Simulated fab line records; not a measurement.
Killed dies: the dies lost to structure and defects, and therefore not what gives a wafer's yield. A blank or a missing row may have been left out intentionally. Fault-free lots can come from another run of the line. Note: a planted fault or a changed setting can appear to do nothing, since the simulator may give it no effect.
Chamber matching	flow n5Finfet	N5_BEOL_M2_PECVD_72 on pecvd-01 has 3 sister chambers
The step deposits SiO2 from TEOS/O2, target thk 16 nm, time 18 s. 14 wafers are shown with their chamber, then 7 later ones without.

EACH WAFER AND ITS CHAMBER
wafer	chamber	throttleValvePct (%)	showerheadPlenumPTorr (Torr)	showerheadVppV (V)
L612.1	2	22.6	8.81	1325
L612.2	1	22.8	8.81	1370
L612.6	0	25.0	8.71	1314
L616.2	2	22.8	8.78	1328
L616.3	0	25.1	8.70	1306
L616.4	0	25.1	8.73	1308
L620.3	0	25.1	8.72	1293
L620.5	0	25.2	8.71	1298
L620.6	1	22.9	8.85	1360
L626.1	2	23.1	8.81	1333
L626.3	0	25.1	8.71	1283
L626.4	2	22.7	8.79	1321
L628.2	1	22.6	8.82	1373
L628.5	2	23.1	8.81	1312

SIGNATURES (means of the wafers above)
reading	chamber 0	chamber 1	chamber 2	scatter within a chamber
throttleValvePct	25.100	22.767	22.860	0.159
showerheadPlenumPTorr	8.7133	8.8267	8.8000	0.0141
showerheadVppV	1300.33	1367.67	1323.80	9.44
Rule: for each reading, subtract the chamber's mean from the wafer's reading, divide by that reading's scatter and square the result; add these up over the readings and take the root, which gives the wafer's distance from the chamber. The wafer belongs to the nearest chamber; if the next one is less than 2 further off, it can't be placed. The scatter: take each reading less its chamber's mean, square it, sum over the shown wafers, divide by the number of wafers less the number of chambers, and take the root.

WAFERS WHOSE CHAMBER IS MISSING
wafer	throttleValvePct (%)	showerheadPlenumPTorr (Torr)	showerheadVppV (V)
L628.6	22.7	8.84	1345
L627.3	22.7	8.81	1355
L627.4	22.7	8.82	1370
L627.6	25.0	8.73	1304
L629.1	25.2	8.74	1317
L629.2	22.7	8.82	1363
L629.3	23.0	8.82	1297

WHICH CHAMBER EACH ONE RAN IN
wafer	from the rows above	in truth
L628.6	can't be placed: 1 or 2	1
L627.3	can't be placed: 1 or 2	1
L627.4	1	1
L627.6	0	0
L629.1	0	0
L629.2	1	1
L629.3	2	2
Correct placement for 5 of the 7. Can't be placed from these rows: 2 (the true chamber is among the candidates in 2). Placed wrongly: 0.
